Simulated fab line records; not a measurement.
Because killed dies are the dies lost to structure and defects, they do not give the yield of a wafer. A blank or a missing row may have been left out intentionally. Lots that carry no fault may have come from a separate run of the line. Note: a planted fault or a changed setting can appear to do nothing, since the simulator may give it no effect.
Which tool did it? -- flow nand harc -- 22 lots with 66 wafers sampled at 3 steps, on a route of 1159 steps

WHAT THE GAUGES READ, wafer by wafer
NHARC_A_SGD_CUT_OVL_MEAS_10. Usual: overlay x nm 0.1 nm, standard deviation 1.1; overlay y nm 0.1 nm, standard deviation 0.64.
lot,measured,on,overlay x nm (nm),overlay y nm (nm),flag
L075,day 14 06:21,overlay-01,-0.8 -1.0 -1.0,0.6 0.7 0.2,
L076,day 14 06:11,overlay-02,-1.8 -2.0 -1.8,-0.2 -0.7 -0.3,
L078,day 14 07:21,overlay-01,-1.7 -2.7 -2.1,-0.3 -0.4 -0.2,
L074,day 14 13:02,overlay-01,-0.2 -0.2 -0.1,-0.2 -1.0 -0.8,
L077,day 14 13:16,overlay-02,-0.8 -0.2 -0.6,0.4 0.4 -0.3,
L079,day 14 15:20,overlay-02,1.0 0.7 1.3,0.0 0.3 0.5,
L080,day 15 05:05,overlay-01,-0.1 0.2 -0.7,-0.3 -0.6 -0.3,
L083,day 15 22:02,overlay-01,0.2 0.2 0.2,-1.1 -1.1 -0.3,
L082,day 15 21:51,overlay-01,0.2 0.3 0.2,0.7 0.6 0.6,
L081,day 16 09:59,overlay-02,0.0 0.6 0.6,0.0 0.2 -0.2,
L084,day 16 09:48,overlay-01,0.7 1.0 0.8,0.1 0.4 0.2,
L089,day 16 19:34,overlay-01,0.0 0.5 0.3,-0.5 -0.1 0.0,
L085,day 16 19:47,overlay-02,1.1 1.3 1.3,0.0 -0.2 -0.8,
L087,day 17 05:44,overlay-01,1.1 1.5 1.4,0.0 0.7 0.3,
L090,day 17 20:56,overlay-01,-0.3 -0.1 -0.5,-0.5 -0.7 -0.4,
L088,day 17 21:28,overlay-02,0.5 0.9 0.4,1.1 0.3 -0.1,
L092,day 18 00:04,overlay-02,-0.1 0.3 -0.5,-0.4 -1.3 -0.8,
L091,day 17 23:42,overlay-02,1.2 0.9 0.5,0.2 -0.1 -0.2,
L093,day 18 16:48,overlay-01,-2.3 -2.0 -1.7,1.3 1.3 0.6,
L094,day 18 17:07,overlay-02,0.5 0.3 0.3,0.9 0.9 0.7,
L095,day 19 04:13,overlay-02,0.6 0.7 0.7,0.5 0.4 0.6,
L096,day 19 04:26,overlay-01,0.2 0.8 0.0,1.2 1.4 0.5,

TOOL THAT RAN EACH LOT (tool first, then ch and the chambers of the sampled wafers, then the start)
lot,NHARC_A_STAIRCASE_DESCUM_312,NHARC_A_STAIRCASE_CMP_472
L075,"rie diel-13 ch 1,3, day 12 04:22","cmp-02 ch 0,2,3, day 14 05:02"
L076,"rie diel-03 ch 0,2, day 12 06:30","cmp-04 ch 1,2, day 14 04:58"
L078,"rie diel-13 ch 1,2,3, day 12 09:09","cmp-01 ch 0,1,2, day 14 06:08"
L074,"rie diel-13 ch 0,1,3, day 12 11:58","cmp-01 ch 1,2,3, day 14 11:50"
L077,"rie diel-01 ch 1,2,3, day 12 17:17","cmp-04 ch 1,2,3, day 14 12:03"
L079,"rie diel-03 ch 0,2,3, day 12 18:16","cmp-02 ch 0,1,3, day 14 14:14"
L080,"rie diel-03 ch 0,1,2, day 13 07:41","cmp-02 ch 0,2,3, day 15 03:59"
L083,"rie diel-03 ch 1,3, day 13 21:39","cmp-01 ch 0,1,2, day 15 20:44"
L082,"rie diel-13 ch 1,2,3, day 13 22:50","cmp-02 ch 1,2,3, day 15 20:40"
L081,"rie diel-03 ch 0,1,2, day 14 03:48","cmp-02 ch 0,2, day 16 08:46"
L084,"rie diel-03 ch 0,2, day 14 08:54","cmp-04 ch 0,1,2, day 16 08:35"
L089,"rie diel-13 ch 0,1,3, day 14 20:57","cmp-04 ch 0,1,3, day 16 18:22"
L085,"rie diel-01 ch 0,1,3, day 14 22:12","cmp-04 ch 0,1,2, day 16 18:34"
L087,"rie diel-13 ch 0,3, day 15 06:01","cmp-02 ch 0,2, day 17 04:33"
L090,"rie diel-13 ch 0,2,3, day 15 20:04","cmp-02 ch 2,3, day 17 19:44"
L088,"rie diel-03 ch 2,3, day 15 22:47","cmp-04 ch 0,1,3, day 17 20:24"
L092,"rie diel-01 ch 2,3, day 16 03:10","cmp-02 ch 1,2,3, day 17 22:52"
L091,"rie diel-13 ch 0,1,2, day 16 04:52","cmp-04 ch 1,2,3, day 17 22:35"
L093,"rie diel-13 ch 0,2, day 16 18:05","cmp-04 ch 0,1, day 18 15:41"
L094,"rie diel-03 ch 0,2,3, day 16 18:17","cmp-02 ch 1,2,3, day 18 15:56"
L095,"rie diel-03 ch 0,3, day 17 04:03","cmp-04 ch 0,1,2, day 19 03:07"
L096,"rie diel-01 ch 0,1,3, day 17 10:02","cmp-02 ch 0,2, day 19 03:12"
- NHARC_A_STAIRCASE_DESCUM_312: chemistry O2, time 3 s.
- NHARC_A_STAIRCASE_CMP_472: polishes SiO2.

WHAT THE TOOLS THEMSELVES READ (means of the sampled wafers that have a number; where no wafer has one, the mark that the record gives instead)
NHARC_A_STAIRCASE_DESCUM_312. Usual: value, then standard deviation, for each; chamber pressure mTorr 60.00 mTorr / 0.054; drypump motor current A 6.0 A / 0.42; o2 flow sccm 199.9 sccm / 0.57; oes product au 1.000 a.u. / 0.01; rf vpp V 57.7 V / 0.84; showerhead plenum p Torr 1.88 Torr / 0.095; throttle valve pct 11.312 % / 0.009.
lot,tool,chamber pressure mTorr (mTorr),drypump motor current A (A),o2 flow sccm (sccm),oes product au (a.u.),rf vpp V (V),showerhead plenum p Torr (Torr),throttle valve pct (%),flag
L075,rie diel-13,60.03,6.3,199.9,0.989,58.0,1.83,11.310,
L076,rie diel-03,59.99,6.0,200.3,0.997,57.2,1.86,11.306,
L078,rie diel-13,60.03,6.2,200.1,0.999,58.0,1.90,11.306,
L074,rie diel-13,60.01,5.9,199.9,1.000,57.0,1.85,11.310,
L077,rie diel-01,59.99,5.7,199.7,0.990,57.8,1.82,11.311,
L079,rie diel-03,60.00,6.1,199.8,1.010,57.5,1.86,11.306,
L080,rie diel-03,59.96,6.1,200.2,1.003,57.2,1.82,11.305,
L083,rie diel-03,59.98,6.1,200.2,1.001,56.5,1.81,11.314,
L082,rie diel-13,60.07,6.2,200.1,0.989,57.9,2.01,11.317,
L081,rie diel-03,59.99,6.0,199.5,1.000,57.2,1.81,11.320,
L084,rie diel-03,59.96,6.1,199.3,1.003,58.0,1.82,11.316,
L089,rie diel-13,59.97,5.9,199.6,1.004,57.8,1.95,11.317,
L085,rie diel-01,59.97,5.7,200.0,0.996,57.0,1.86,11.308,
L087,rie diel-13,60.01,5.5,200.2,1.009,58.2,1.89,11.309,
L090,rie diel-13,60.09,5.8,200.3,1.003,57.9,1.94,11.306,
L088,rie diel-03,60.00,6.3,199.7,1.009,56.9,1.81,11.320,
L092,rie diel-01,59.99,5.9,200.5,0.998,57.3,1.80,11.317,
L091,rie diel-13,60.01,5.8,199.4,1.005,57.4,1.91,11.310,
L093,rie diel-13,60.04,5.7,199.3,1.007,57.7,1.91,11.311,
L094,rie diel-03,59.99,6.1,200.1,1.007,57.2,1.85,11.312,
L095,rie diel-03,59.95,6.1,200.3,0.998,58.0,1.89,11.305,
L096,rie diel-01,60.01,5.7,199.5,1.000,57.7,1.85,11.308,

NHARC_A_STAIRCASE_CMP_472. Usual: motor current A 12.4 A, standard deviation 1.6; retaining ring pressure frac 1.000, standard deviation 0.0051.
lot,tool,motor current A (A),retaining ring pressure frac,flag
L075,cmp-02,12.7,0.997,
L076,cmp-04,11.1,1.003,
L078,cmp-01,12.4,1.002,
L074,cmp-01,12.5,1.001,
L077,cmp-04,11.6,1.001,
L079,cmp-02,13.4,1.003,
L080,cmp-02,13.1,1.001,
L083,cmp-01,12.6,1.004,
L082,cmp-02,12.0,1.000,
L081,cmp-02,14.1,1.005,
L084,cmp-04,11.3,0.999,
L089,cmp-04,11.7,1.001,
L085,cmp-04,11.2,0.998,
L087,cmp-02,13.5,0.995,
L090,cmp-02,11.0,0.996,
L088,cmp-04,11.7,0.999,
L092,cmp-02,12.4,1.000,
L091,cmp-04,12.1,0.999,
L093,cmp-04,12.0,1.003,
L094,cmp-02,12.2,0.997,
L095,cmp-04,11.3,0.998,
L096,cmp-02,14.2,1.001,

THE ANSWER, worked out from the rows above alone
Rule: a lot is off if the mean of its wafers that have a number lies more than 3 standard deviations from the usual mean. A lot without any number at a reading at which 4 lots or more have one is off too. Any other lot the step has rows for is counted as sound. The gauges are gone through in route order, then the tools' own readings, and for those a lot's mean is taken as printed above. At the first step where some lot is off, the reading lying furthest off is the one used; lots without a number count as furthest.
None of the lots is off at any reading shown; this tells nothing.

WHAT HAD BEEN PUT IN BY THE SIMULATOR
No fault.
